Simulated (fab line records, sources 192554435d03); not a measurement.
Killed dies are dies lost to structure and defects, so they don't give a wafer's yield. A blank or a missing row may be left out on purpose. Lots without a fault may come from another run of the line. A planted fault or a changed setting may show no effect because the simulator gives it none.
Chamber matching | flow n5_finfet | N5_BEOL_M0_SAQP_ETCH_106 on rie_diel-05: 4 sister chambers
The step etches SOC in N2/H2, stops on SiNx, target depth 150 nm. 8 wafers are shown with their chamber, then 8 later ones without.

WAFERS WITH THEIR CHAMBER
wafer  | chamber | showerhead_plenum_p_Torr (Torr) | throttle_valve_pct (%)
L076.1 | 0       | 2.41                            | 17.90
L082.1 | 3       | 2.44                            | 17.74
L082.3 | 1       | 2.35                            | 17.86
L082.6 | 1       | 2.35                            | 17.87
L088.1 | 2       | 2.61                            | 17.48
L088.4 | 3       | 2.43                            | 17.75
L088.5 | 2       | 2.61                            | 17.48
L089.1 | 0       | 2.40                            | 17.96

WAFERS WITHOUT THEIR CHAMBER
wafer  | showerhead_plenum_p_Torr (Torr) | throttle_valve_pct (%)
L089.2 | 2.61                            | 17.49
L089.6 | 2.61                            | 17.49
L091.2 | 2.40                            | 17.97
L091.4 | 2.40                            | 17.97
L091.5 | 2.61                            | 17.50
L095.3 | 2.40                            | 17.99
L095.5 | 2.60                            | 17.51
L095.6 | 2.43                            | 17.79

WHICH CHAMBER EACH WENT THROUGH
wafer  | from the rows above | in truth
L089.2 | 2                   | 2
L089.6 | 2                   | 2
L091.2 | 0                   | 0
L091.4 | 0                   | 0
L091.5 | 2                   | 2
L095.3 | 0                   | 0
L095.5 | 2                   | 2
L095.6 | 3                   | 3
Placed correctly: 8 of 8. Can't be placed from these rows: 0. Placed wrongly: 0.
How it was worked out, from the rows above alone: a wafer's distance from a chamber is the root of the sum, over the readings, of the square of ((its reading less the chamber's mean) divided by the reading's scatter). The wafer belongs to the nearest chamber; if the next one is less than 2 further off, it can't be placed. A chamber's mean is the mean of its shown wafers. The scatter: the root of (the sum of the squares of (reading less its chamber's mean) over the shown wafers, divided by (wafers less chambers)).
